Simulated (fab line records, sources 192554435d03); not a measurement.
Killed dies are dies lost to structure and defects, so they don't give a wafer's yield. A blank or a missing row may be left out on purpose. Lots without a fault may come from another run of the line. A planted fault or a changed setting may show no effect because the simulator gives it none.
Chamber matching | flow n5_finfet | N5_BEOL_M11_DESCUM_16 on rie_diel-06: 4 sister chambers
The step chemistry O2, time 7.9 s. 16 wafers are shown with their chamber, then 8 later ones without.

WAFERS WITH THEIR CHAMBER
wafer  | chamber | showerhead_plenum_p_Torr (Torr) | drypump_motor_current_A (A) | oes_product_au (a.u.)
L513.1 | 2       | 2.13                            | 6.1                         | 0.86
L513.4 | 3       | 1.97                            | 6.0                         | 0.68
L513.5 | 0       | 1.92                            | 5.2                         | 0.73
L514.1 | 2       | 2.13                            | 6.1                         | 0.86
L514.4 | 0       | 1.91                            | 5.2                         | 0.73
L514.5 | 3       | 1.97                            | 6.0                         | 0.67
L512.2 | 2       | 2.12                            | 6.1                         | 0.87
L512.4 | 3       | 1.97                            | 6.0                         | 0.67
L512.6 | 0       | 1.91                            | 5.3                         | 0.73
L516.1 | 3       | 1.97                            | 6.0                         | 0.67
L516.4 | 2       | 2.12                            | 6.1                         | 0.85
L516.6 | 3       | 1.97                            | 6.0                         | 0.68
L518.1 | 2       | 2.12                            | 6.1                         | 0.85
L518.3 | 0       | 1.91                            | 5.3                         | 0.71
L518.4 | 1       | 2.07                            | 6.5                         | 0.72
L519.3 | 0       | 1.91                            | 5.2                         | 0.71

SIGNATURES (means of the wafers above)
reading                  | chamber 0 | chamber 1 | chamber 2 | chamber 3 | scatter within a chamber
showerhead_plenum_p_Torr | 1.9120    | 2.0700    | 2.1240    | 1.9700    | 0.00408
drypump_motor_current_A  | 5.240     | 6.500     | 6.100     | 6.000     | 0.0316
oes_product_au           | 0.7220    | 0.7200    | 0.8580    | 0.6740    | 0.00856
Rule: a wafer's distance from a chamber is the root of the sum, over the readings, of the square of ((its reading less the chamber's mean) divided by the reading's scatter). The wafer belongs to the nearest chamber; if the next one is less than 2 further off, it can't be placed. The scatter: the root of (the sum of the squares of (reading less its chamber's mean) over the shown wafers, divided by (wafers less chambers)).

WAFERS WITHOUT THEIR CHAMBER
wafer  | showerhead_plenum_p_Torr (Torr) | drypump_motor_current_A (A) | oes_product_au (a.u.)
L519.4 | 1.97                            | 6.0                         | 0.67
L519.6 | 2.07                            | 6.5                         | 0.72
L524.1 | 2.07                            | 6.5                         | 0.71
L524.2 | 1.97                            | 6.0                         | 0.67
L524.5 | 2.07                            | 6.5                         | 0.72
L532.2 | 2.11                            | 6.1                         | 0.84
L532.5 | 2.22                            | 6.0                         | 0.94
L532.6 | 2.11                            | 6.1                         | 0.81

WHICH CHAMBER EACH WENT THROUGH
wafer  | from the rows above | in truth
L519.4 | 3                   | 3
L519.6 | 1                   | 1
L524.1 | 1                   | 1
L524.2 | 3                   | 3
L524.5 | 1                   | 1
L532.2 | 2                   | 2
L532.5 | 2                   | 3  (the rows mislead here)
L532.6 | 2                   | 2
Placed correctly: 7 of 8. Can't be placed from these rows: 0. Placed wrongly: 1.
